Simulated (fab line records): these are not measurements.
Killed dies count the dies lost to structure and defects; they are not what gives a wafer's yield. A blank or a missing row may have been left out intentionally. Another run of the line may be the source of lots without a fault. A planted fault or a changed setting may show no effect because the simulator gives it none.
One fault through the eyes of 2 desks / flow n5_finfet / each desk has only its own numbers; what lay behind them comes last

== THE TOOL OWNER'S DESK: rie_diel-03 ==
The tool's own readings at N5_BEOL_M0_SAQP_ETCH_73 (etches SiARC in CF4, target depth 19.5 nm, time 32.5 s): means of the sampled wafers that have a number, for each lot that ran on this tool. If a lot's mean is further than 4 standard deviations from the usual mean, the lot is out of limits and carries the mark OUT (the distance appears in the brackets).
Columns: A = cf4_flow_sccm at N5_BEOL_M0_SAQP_ETCH_73, usual 100.0 sccm; B = drypump_motor_current_A at N5_BEOL_M0_SAQP_ETCH_73, usual 5.8 A; C = etch_rf_on_time_s at N5_BEOL_M0_SAQP_ETCH_73, usual 32.7 s; D = oes_product_au at N5_BEOL_M0_SAQP_ETCH_73, usual 0.67 a.u.; E = rf_vpp_V at N5_BEOL_M0_SAQP_ETCH_73, usual 184.5 V; F = showerhead_plenum_p_Torr at N5_BEOL_M0_SAQP_ETCH_73, usual 2.18 Torr; G = throttle_valve_pct at N5_BEOL_M0_SAQP_ETCH_73, usual 15.58 %
lot=L271; first seen here=day 5 19:13; A=99.9; B=5.3; C=33.4; D=0.68; E=183.9; F=2.13; G=15.70
lot=L274; first seen here=day 7 00:01; A=99.9; B=5.9; C=32.5; D=0.69; E=184.4; F=2.16; G=15.55
lot=L283; first seen here=day 8 17:41; A=109.8 (+33) OUT; B=5.4; C=32.5; D=0.73; E=185.2; F=2.30; G=15.84
This desk's verdict: out of limits on L283, starting with L283 at day 8 17:41 (cf4_flow_sccm at N5_BEOL_M0_SAQP_ETCH_73). L271, L274: within limits.

== AT THE METROLOGY DESK ==
Lot by lot, what the gauges showed, no matter which tool ran the lot: averages of those sampled wafers that carry a number. If a lot's mean is further than 4 standard deviations from the usual mean, the lot is out of limits and carries the mark OUT (the distance appears in the brackets). Of its 11 readings 7 are shown: those that lie furthest out on some lot.
Columns: A = cd_nm at N5_BEOL_M0_SAQP_CD_MEAS_40, usual 30.00 nm; B = DIBL_N at N5_BEOL_M4_RC_MEAS_101, usual 35.9 mV/V; C = IOFF_P at N5_BEOL_M4_RC_MEAS_101, usual 0.21 nA/um; D = ION_P at N5_BEOL_M4_RC_MEAS_101, usual 461 uA/um; E = SS_N at N5_BEOL_M4_RC_MEAS_101, usual 71.4 mV/dec; F = VT_N at N5_BEOL_M4_RC_MEAS_101, usual 249.3 mV; G = VT_P at N5_BEOL_M4_RC_MEAS_101, usual -250 mV
lot=L271; first seen here=day 5 19:02; A=30.16; B=34.8; C=0.24; D=475; E=71.2; F=249.3; G=-244
lot=L272; first seen here=day 6 04:00; A=29.91; B=36.5; C=0.23; D=462; E=72.2; F=248.2; G=-246
lot=L273; first seen here=day 6 21:08; A=29.66; B=34.6; C=0.22; D=468; E=71.2; F=251.5; G=-247
lot=L274; first seen here=day 6 23:35; A=29.87; B=37.0; C=0.24; D=460; E=71.6; F=248.8; G=-247
lot=L283; first seen here=day 8 17:31; A=29.96; B=36.7; C=0.22; D=464; E=71.8; F=246.0; G=-250
lot=L290; first seen here=day 10 12:26; A=30.15; B=36.1; C=0.26; D=466; E=71.9; F=249.2; G=-245
lot=L292; first seen here=day 11 03:09; A=29.99; B=37.7; C=0.23; D=465; E=71.5; F=248.6; G=-250
lot=L291; first seen here=day 11 05:08; A=30.05; B=36.7; C=0.17; D=447; E=71.5; F=250.3; G=-256
lot=L294; first seen here=day 11 10:31; A=30.00; B=36.4; C=0.20; D=459; E=71.1; F=251.7; G=-252
This desk found nothing out of limits on any of the 9 lots.

== TAKEN TOGETHER ==
On L283, at day 8 17:41, an alarm was possible from the tool owner's desk.
At the metrology desk, nothing out of limits was observed.
The metrology desk holds a record of L283, inside its limits.
Of the lots named, all ran N5_BEOL_M0_SAQP_ETCH_73 on rie_diel-03.

== WHAT THE SIMULATOR HAD INSERTED ==
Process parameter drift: rie_diel-03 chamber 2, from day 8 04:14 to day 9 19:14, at N5_BEOL_M0_SAQP_ETCH_73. Setting cf4_flow_sccm, moved by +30, from 100. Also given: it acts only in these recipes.
Struck lots among those shown: L283.
Each desk's first reading out of limits, in hours after the fault started: the tool owner's desk, 13.
